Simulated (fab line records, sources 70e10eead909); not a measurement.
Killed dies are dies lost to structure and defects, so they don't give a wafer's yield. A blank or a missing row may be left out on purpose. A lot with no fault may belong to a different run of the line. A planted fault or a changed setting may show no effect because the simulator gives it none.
fab line records -- flow nand-harc
record lots=14, wafers=42, last-day=24
route steps=1159 shown A_WL_FILL@829 A_CONTACT@840
lots that met no fault: from a run of the same line without faults
start-h: hours from the record's first day to the start of the lot's first wafer shown -- wait-h: hours since the lot's step before -- " unchanged from the row above -- L1.1+2: a row that stands for several wafers -- - either no value or no given start -- * or withheld: withheld -- < > ~ a bound
route shown NAME@n: names a module that has steps shown in the file, with the first one's number in the route -- usual: average and standard deviation across the fault-free wafers -- same: alike in all rows -- chamber/n: place in a boat -- sites: each site's reading -- _std_site: standard deviation of those values -- _edge_site: inner sites' mean taken away from outer sites' mean -- radius-mm: how far each site lies from the wafer's centre -- mask NAME#n: copy n -- behind: the tool/chamber that last shaped the wafer -- hold: why the lot went on hold/how many hours it stayed there/how the hold came to an end -- device: whichever transistor did not switch (one of n, p or np) -- end of line: the route-end tests of the same wafers -- where a step has no rows: the recipe by itself -- killed: not the wafer's yield, but the dies lost to structure and defects at the first sort -- map: dies across one wafer; x = killed, . = not, _ = none there
set.NAME: the setting that was run; set.NAME@STEP: the one run at that earlier step -- model.NAME: the simulator's own value behind a step, which no gauge read
the route's steps for a sample of lots (tables are steps, rows are wafers)
services: from which hour (start-h, from the record's first day; less than 0 if before it) a tool's chamber was out of use, for how many hours, and why
## steps
# step NHARC_A_WL_FILL_ETCHBACK_26
# recipe target-depth-a=520, time-s=13.3, hbr-flow-sccm=150, rf-w=350, icp-w=350, bias-w=60, chemistry=HBr
# usual drypump-motor-current-A=5.9/0.44, oes-product-au=1.003/0.0068, throttle-valve-pct=23.267/0.01
lot.wafer,tool,chamber,start-h,wait-h,drypump-motor-current-A,oes-product-au,rf-hours-counter-h,throttle-valve-pct
L636.2,rie-si-02,1,350.85,0.4,6.1,1.006,1.2,23.260
L636.4,rie-si-02,0,350.85,0.4,5.8,1.005,1.0,23.267
L636.5,rie-si-02,2,350.85,0.4,6.4,1.013,-,23.257
L640.4,rie-si-03,0,379.21,0.4,5.6,1.006,0.3,23.274
L640.3,rie-si-03,2,379.21,0.4,5.7,1.000,0.3,23.274
L640.5,rie-si-03,0,379.21,0.4,5.6,0.995,-,23.265
L644.3,rie-si-03,3,413.76,0.4,6.4,1.017,0.6,23.237
L644.4,rie-si-03,0,413.76,0.4,5.6,1.001,0.6,23.273
L644.6,rie-si-03,2,413.76,0.4,5.8,1.019,-,23.267
L646.3,rie-si-01,2,416.51,0.4,5.7,0.997,0.7,23.254
L646.1,rie-si-01,1,416.51,0.4,5.8,1.002,0.8,23.265
L646.6,rie-si-01,3,416.51,0.4,5.4,1.002,-,23.254
L648.2,rie-si-03,1,432.99,0.4,6.6,1.004,0.6,23.269
L648.4,rie-si-03,2,432.99,0.4,5.7,0.996,0.7,23.273
L648.6,rie-si-03,1,432.99,0.4,6.6,1.017,-,23.261
L650.1,rie-si-01,0,437.82,0.4,6.3,0.999,0.9,23.257
L650.4,rie-si-01,2,437.82,0.4,5.7,1.002,0.9,23.265
L650.5,rie-si-01,1,437.82,0.4,5.7,0.994,-,23.278
L649.2,rie-si-02,2,437.86,0.4,6.4,0.999,0.3,23.265
L649.6,rie-si-02,3,437.86,0.4,5.0,0.995,-,23.265
L649.5,rie-si-02,0,437.86,0.4,5.8,0.996,-,23.274
L652.1,rie-si-02,0,443.80,0.4,5.8,0.997,0.3,23.264
L652.2,rie-si-02,1,443.80,0.4,6.1,1.007,0.3,23.263
L652.6,rie-si-02,0,443.80,0.4,5.8,1.000,-,23.285
L651.1,rie-si-01,2,443.82,0.4,5.7,1.002,0.9,23.267
L651.4,rie-si-01,3,443.82,0.4,5.4,0.993,0.9,23.255
L651.2,rie-si-01,0,443.82,0.4,6.3,1.008,0.9,23.270
L653.1,rie-si-01,1,467.79,0.4,5.8,1.007,1.1,23.282
L653.2,rie-si-01,2,467.79,0.4,5.7,1.005,1.1,23.267
L653.5,rie-si-01,0,467.79,0.4,6.3,0.989,-,23.275
L654.3,rie-si-03,2,467.81,0.4,5.8,1.005,1.0,23.255
L654.1,rie-si-03,1,467.81,0.4,6.6,0.999,1.0,23.263
L654.5,rie-si-03,3,467.81,0.4,6.4,0.993,-,23.270
L655.2,rie-si-03,2,472.90,0.4,5.7,1.006,1.0,23.283
L655.1,rie-si-03,1,472.90,0.4,6.5,0.999,1.0,23.270
L655.6,rie-si-03,3,472.90,0.4,6.4,1.007,-,23.250
L656.1,rie-si-02,2,472.94,0.4,6.4,1.007,0.5,23.281
L656.5,rie-si-02,3,472.94,0.4,5.0,0.992,-,23.252
L656.6,rie-si-02,0,472.94,0.4,5.8,1.005,-,23.267
L658.2,rie-si-01,3,476.21,0.4,5.4,1.001,1.1,23.273
L658.4,rie-si-01,0,476.21,0.4,6.3,0.997,1.1,23.284
L658.6,rie-si-01,3,476.21,0.4,5.4,1.009,-,23.275
# step NHARC_A_CONTACT_DEP_24
# recipe target-thk-a=5000, temp-c=400, pressure-torr=6.5, rf-w=900, teos-flow-sccm=161.4, flow-sccm=2650, target-thk-nm=500, gas=O2, material=SiO2
# usual heater-power-w=520/84, showerhead-vpp-V=1914/81, throttle-valve-pct=16.0/0.44
lot.wafer,tool,chamber,start-h,wait-h,heater-power-w,showerhead-vpp-V,throttle-valve-pct
L636.2,pecvd-01,0,358.98,0.2,619,1997,15.9
L636.4,pecvd-01,1,358.98,0.2,509,1794,16.9
L636.5,pecvd-01,2,358.98,0.2,621,1917,15.3
L640.3,pecvd-04,2,391.10,0.1,578,1835,16.2
L640.5,pecvd-04,1,391.10,0.1,464,1809,15.1
L640.4,pecvd-04,0,391.10,0.1,327,2027,15.8
L644.3,pecvd-04,0,420.04,0.2,404,2034,15.9
L644.6,pecvd-04,0,420.04,0.2,421,2030,15.9
L644.4,pecvd-04,1,420.04,0.2,471,1821,15.4
L646.1,pecvd-02,0,424.66,0.1,526,1873,16.5
L646.3,pecvd-02,1,424.66,0.1,621,1994,15.5
L646.6,pecvd-02,0,424.66,0.1,561,1931,16.3
L648.2,pecvd-02,1,439.20,0.1,623,1987,15.8
L648.4,pecvd-02,1,439.20,0.1,615,1994,15.8
L648.6,pecvd-02,0,439.20,0.1,503,1911,16.3
L649.2,pecvd-04,0,444.06,0.2,427,1981,15.8
L649.5,pecvd-04,2,444.06,0.2,589,1815,16.1
L649.6,pecvd-04,0,444.06,0.2,442,2023,15.8
L650.1,pecvd-02,1,444.09,0.2,516,1985,15.8
L650.5,pecvd-02,2,444.09,0.2,641,1908,16.0
L650.4,pecvd-02,1,444.09,0.2,559,1988,15.6
L652.2,pecvd-02,2,450.00,0.3,572,1923,16.2
L652.1,pecvd-02,0,450.00,0.3,569,1916,16.2
L652.6,pecvd-02,0,450.00,0.3,576,1947,16.6
L651.1,pecvd-01,1,450.10,0.3,526,1821,16.5
L651.2,pecvd-01,2,450.10,0.3,709,1929,15.5
L651.4,pecvd-01,0,450.10,0.3,625,1961,15.8
L653.1,pecvd-04,0,474.89,0.1,327,2028,16.1
L653.2,pecvd-04,1,474.89,0.1,455,1811,15.6
L653.5,pecvd-04,2,474.89,0.1,585,1841,16.2
L654.3,pecvd-02,2,475.42,0.1,637,1900,16.4
L654.1,pecvd-02,0,475.42,0.1,504,1877,16.2
L654.5,pecvd-02,2,475.42,0.1,507,1920,16.4
L656.1,pecvd-02,1,481.16,0.4,586,1984,16.0
L656.5,pecvd-02,0,481.16,0.4,555,1931,16.5
L656.6,pecvd-02,1,481.16,0.4,603,2007,15.5
L655.1,pecvd-04,0,481.27,0.4,442,2021,15.8
L655.2,pecvd-04,2,481.27,0.4,588,1833,16.3
L655.6,pecvd-04,2,481.27,0.4,445,1818,16.1
L658.2,pecvd-01,0,485.68,0.1,574,1946,16.2
L658.6,pecvd-01,0,485.68,0.1,594,2001,16.2
L658.4,pecvd-01,2,485.68,0.1,702,1927,15.3
# step NHARC_A_CONTACT_EXPOSE_39
# recipe na=1.35, sigma-outer=0.8, dose-mj=58.79, mask-id=A_CC_3
# usual exposure-dose-mJ-cm2=58.73/0.054, focus-offset-nm=0.0/0.59
lot.wafer,tool,chamber,start-h,wait-h,mask,exposure-dose-mJ-cm2,focus-offset-nm
L636.2,arfi-scanner-03,0,368.32,-,A_CC_3#0,58.80,-0.1
L636.4,arfi-scanner-03,0,368.32,-,A_CC_3#0,58.75,-0.2
L636.5,arfi-scanner-03,0,368.32,-,A_CC_3#0,58.72,-0.8
L640.3,arfi-scanner-03,0,394.86,-,A_CC_3#0,58.69,-0.4
L640.4,arfi-scanner-03,0,394.86,-,A_CC_3#0,58.68,-0.5
L640.5,arfi-scanner-03,0,394.86,-,A_CC_3#0,58.67,-0.5
L644.3,arfi-scanner-02,-,423.62,-,A_CC_3#0,-,-
L644.4,arfi-scanner-02,-,423.62,-,A_CC_3#0,-,-
L644.6,arfi-scanner-02,-,423.62,-,A_CC_3#0,-,-
L646.1,arfi-scanner-02,-,427.89,-,A_CC_3#0,-,-
L646.3,arfi-scanner-02,-,427.89,-,A_CC_3#0,-,-
L646.6,arfi-scanner-02,-,427.89,-,A_CC_3#0,-,-
L648.2,arfi-scanner-03,0,442.66,-,A_CC_3#0,58.67,0.7
L648.4,arfi-scanner-03,0,442.66,-,A_CC_3#0,58.76,-0.6
L648.6,arfi-scanner-03,0,442.66,-,A_CC_3#0,58.70,0.3
L649.2,arfi-scanner-02,0,447.38,-,A_CC_3#0,58.79,-0.1
L649.5,arfi-scanner-02,0,447.38,-,A_CC_3#0,58.77,0.1
L649.6,arfi-scanner-02,0,447.38,-,A_CC_3#0,58.70,0.2
L650.1,arfi-scanner-03,0,447.53,-,A_CC_3#0,58.76,-0.5
L650.4,arfi-scanner-03,0,447.53,-,A_CC_3#0,58.74,-0.7
L650.5,arfi-scanner-03,0,447.53,-,A_CC_3#0,58.73,0.0
L652.1,arfi-scanner-01,0,454.84,-,A_CC_3#0,58.68,1.0
L652.2,arfi-scanner-01,0,454.84,-,A_CC_3#0,58.71,-0.3
L652.6,arfi-scanner-01,0,454.84,-,A_CC_3#0,58.73,0.9
L651.1,arfi-scanner-02,0,454.99,-,A_CC_3#0,58.71,1.3
L651.2,arfi-scanner-02,0,454.99,-,A_CC_3#0,58.82,0.4
L651.4,arfi-scanner-02,0,454.99,-,A_CC_3#0,58.68,0.8
L653.1,arfi-scanner-01,0,480.12,-,A_CC_3#0,58.67,-0.4
L653.2,arfi-scanner-01,0,480.12,-,A_CC_3#0,58.64,-0.1
L653.5,arfi-scanner-01,0,480.12,-,A_CC_3#0,58.70,0.0
L654.1,arfi-scanner-02,0,480.29,-,A_CC_3#0,58.78,-0.5
L654.3,arfi-scanner-02,0,480.29,-,A_CC_3#0,58.79,-0.5
L654.5,arfi-scanner-02,0,480.29,-,A_CC_3#0,58.82,0.4
L656.1,arfi-scanner-01,0,486.17,-,A_CC_3#0,58.68,-0.7
L656.5,arfi-scanner-01,0,486.17,-,A_CC_3#0,58.60,-0.9
L656.6,arfi-scanner-01,0,486.17,-,A_CC_3#0,58.71,-1.4
L655.1,arfi-scanner-01,0,488.11,-,A_CC_3#0,58.72,0.7
L655.2,arfi-scanner-01,0,488.11,-,A_CC_3#0,58.77,0.4
L655.6,arfi-scanner-01,0,488.11,-,A_CC_3#0,58.75,-0.8
L658.2,arfi-scanner-02,0,492.17,-,A_CC_3#0,58.69,-0.7
L658.4,arfi-scanner-02,0,492.17,-,A_CC_3#0,58.73,-0.1
L658.6,arfi-scanner-02,0,492.17,-,A_CC_3#0,58.76,0.1
# step NHARC_A_CONTACT_DESCUM_47
# recipe time-s=3, o2-flow-sccm=200, ar-flow-sccm=0, bias-power-w=0, chemistry=O2
# usual drypump-motor-current-A=5.9/0.44, o2-flow-sccm=200.0/0.61, oes-product-au=1.002/0.0073, rf-vpp-V=57.6/0.85, showerhead-plenum-p-Torr=1.89/0.08, throttle-valve-pct=11.312/0.0081
lot.wafer,tool,chamber,start-h,wait-h,drypump-motor-current-A,o2-flow-sccm,oes-product-au,rf-hours-counter-h,rf-vpp-V,showerhead-plenum-p-Torr,throttle-valve-pct
L636.4,rie-diel-03,1,368.64,0.1,5.7,200.2,1.007,24,58.9,2.00,11.298
L636.2,rie-diel-03,3,368.64,0.1,6.5,200.6,1.007,25,58.7,1.89,11.315
L636.5,rie-diel-03,2,368.64,0.1,6.2,200.3,0.994,-,58.4,1.79,11.308
L640.3,rie-diel-12,2,395.17,0.1,5.1,199.9,1.002,1,57.0,1.82,11.314
L640.4,rie-diel-12,1,395.17,0.1,6.0,198.9,1.010,1,58.6,1.88,11.330
L640.5,rie-diel-12,3,395.17,0.1,5.7,200.2,1.008,-,56.3,1.90,11.312
L644.3,rie-diel-03,3,423.96,0.1,6.6,200.7,0.992,5,57.1,1.89,11.322
L644.4,rie-diel-03,0,423.96,0.1,6.0,199.6,0.991,5,57.4,1.89,11.320
L644.6,rie-diel-03,1,423.96,0.1,5.7,199.4,1.014,-,56.9,2.00,11.325
L646.1,rie-diel-03,3,428.21,0.1,6.5,200.0,1.003,6,58.0,1.89,11.316
L646.3,rie-diel-03,0,428.21,0.1,6.0,200.0,1.005,7,57.3,1.89,11.292
L646.6,rie-diel-03,3,428.21,0.1,6.5,199.6,0.990,-,56.2,1.89,11.311
L648.2,rie-diel-12,3,442.99,0.1,5.7,200.1,1.010,18,58.8,1.90,11.321
L648.4,rie-diel-12,1,442.99,0.1,6.0,199.5,1.012,18,58.9,1.87,11.304
L648.6,rie-diel-12,2,442.99,0.1,5.2,199.7,1.008,-,57.4,1.81,11.305
L649.2,rie-diel-03,1,447.71,0.1,5.7,201.0,0.998,11,57.6,2.00,11.311
L649.5,rie-diel-03,1,447.71,0.1,5.7,201.6,1.003,-,58.0,2.00,11.320
L649.6,rie-diel-03,2,447.71,0.1,6.2,199.1,1.008,-,56.9,1.78,11.322
L650.4,rie-diel-08,0,447.87,0.1,6.0,200.8,0.991,46,56.3,1.97,11.320
L650.1,rie-diel-08,1,447.87,0.1,5.8,199.5,1.008,50,57.6,1.89,11.313
L650.5,rie-diel-08,2,447.87,0.1,5.7,198.9,1.007,-,58.0,1.77,11.301
L652.2,rie-diel-03,0,455.17,0.1,6.0,200.4,1.003,11,56.9,1.89,11.307
L652.1,rie-diel-03,1,455.17,0.1,5.7,199.9,1.006,12,57.7,2.00,11.310
L652.6,rie-diel-03,3,455.17,0.1,6.6,200.3,1.009,-,58.2,1.89,11.323
L651.2,rie-diel-03,2,455.33,0.1,6.2,199.5,1.011,11,58.6,1.78,11.305
L651.1,rie-diel-03,3,455.33,0.1,6.5,200.1,0.993,11,59.0,1.89,11.326
L651.4,rie-diel-03,0,455.33,0.1,6.0,199.0,0.992,11,58.3,1.89,11.323
L653.1,rie-diel-03,3,480.47,0.1,6.5,200.2,0.997,17,57.1,1.88,11.301
L653.2,rie-diel-03,0,480.47,0.1,6.0,200.2,0.995,17,57.8,1.89,11.310
L653.5,rie-diel-03,3,480.47,0.1,6.5,200.8,1.004,-,58.1,1.88,11.320
L654.1,rie-diel-12,2,480.63,0.1,5.1,201.1,0.995,32,56.8,1.81,11.307
L654.3,rie-diel-12,3,480.63,0.1,5.7,200.7,1.004,34,57.4,1.89,11.310
L654.5,rie-diel-12,2,480.63,0.1,5.1,200.9,0.990,-,54.8,1.81,11.314
L656.1,rie-diel-12,0,486.53,0.1,6.2,199.8,1.005,37,57.5,1.99,11.310
L656.6,rie-diel-12,1,486.53,0.1,6.0,199.2,0.996,-,56.6,1.86,11.300
L656.5,rie-diel-12,2,486.53,0.1,5.1,199.4,1.000,-,57.0,1.80,11.308
L655.1,rie-diel-08,3,488.45,0.1,4.9,200.0,0.998,0,57.9,1.79,11.321
L655.2,rie-diel-08,1,488.45,0.1,5.7,199.7,1.007,0,57.6,1.89,11.315
L655.6,rie-diel-08,3,488.45,0.1,4.9,200.1,1.001,-,56.6,1.79,11.314
L658.4,rie-diel-08,0,492.51,0.1,5.9,199.3,1.001,1,59.3,1.96,11.329
L658.2,rie-diel-08,1,492.51,0.1,5.8,201.0,1.000,1,57.9,1.89,11.300
L658.6,rie-diel-08,0,492.51,0.1,6.0,200.6,0.997,-,56.5,1.96,11.316
## services
tool,chamber,start-h,hours,kind
rie-si-03,-,332.00,9.0,pm
pecvd-02,-,334.07,13.0,pm
arfi-scanner-02,-,358.60,1.8,repair
rie-si-01,-,364.00,0.9,repair
pecvd-04,-,376.13,13.0,pm
arfi-scanner-03,-,376.88,2.0,repair
rie-diel-12,-,379.84,9.0,pm
arfi-scanner-01,-,384.56,2.1,repair
rie-diel-08,3,386.36,2.3,repair
rie-si-02,-,388.00,9.0,pm
rie-diel-03,-,392.30,9.0,pm
arfi-scanner-03,-,393.90,0.5,repair
arfi-scanner-01,-,405.12,4.0,pm
pecvd-01,-,418.00,13.0,pm
arfi-scanner-02,-,428.00,4.0,pm
pecvd-04,1,447.21,6.6,repair
arfi-scanner-02,-,456.99,0.5,repair
rie-si-03,2,464.30,3.3,repair
pecvd-01,0,467.49,1.9,repair
rie-si-01,2,478.24,4.4,repair
rie-diel-03,2,479.61,3.9,repair
rie-si-01,-,481.00,9.0,pm
arfi-scanner-03,-,484.00,4.0,pm
arfi-scanner-02,-,489.16,1.1,repair
## key
first-sign step=NHARC_A_CONTACT_EXPOSE_39, reading=tool-record, direction=missing
effect none on later readings
met-at NHARC_A_CONTACT_EXPOSE_39
struck-lots L644,L646
later-rows-left-out L644.3,L644.4,L644.6,L646.1,L646.3,L646.6
sort-left-out L644.3,L644.4,L644.6,L646.1,L646.3,L646.6
tester-left-out L644,L646
not-acting-at NHARC_A_WL_FILL_ETCHBACK_26,NHARC_A_CONTACT_DEP_24,NHARC_A_CONTACT_DESCUM_47
fault kind=skipped-step-whole, tool=arfi-scanner-02, chamber=-, onset-h=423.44, steps=NHARC_A_CONTACT_EXPOSE_39, scope=struck-lots-only
# tester-left-out: of these lots the tester's yield and bins aren't shown, on N5 and GAA mostly nor the transistor test; their killed dies are dies lost to structure and defects alone, not to doping, threshold or leakage, so they don't give the yield
# sort-left-out: the simulated sort isn't trusted on such a fault, so these wafers' sort isn't shown, and their yield isn't known
# later-rows-left-out: the simulator's readings of these wafers behind a module that went badly wrong aren't trusted and aren't shown, but for the sort
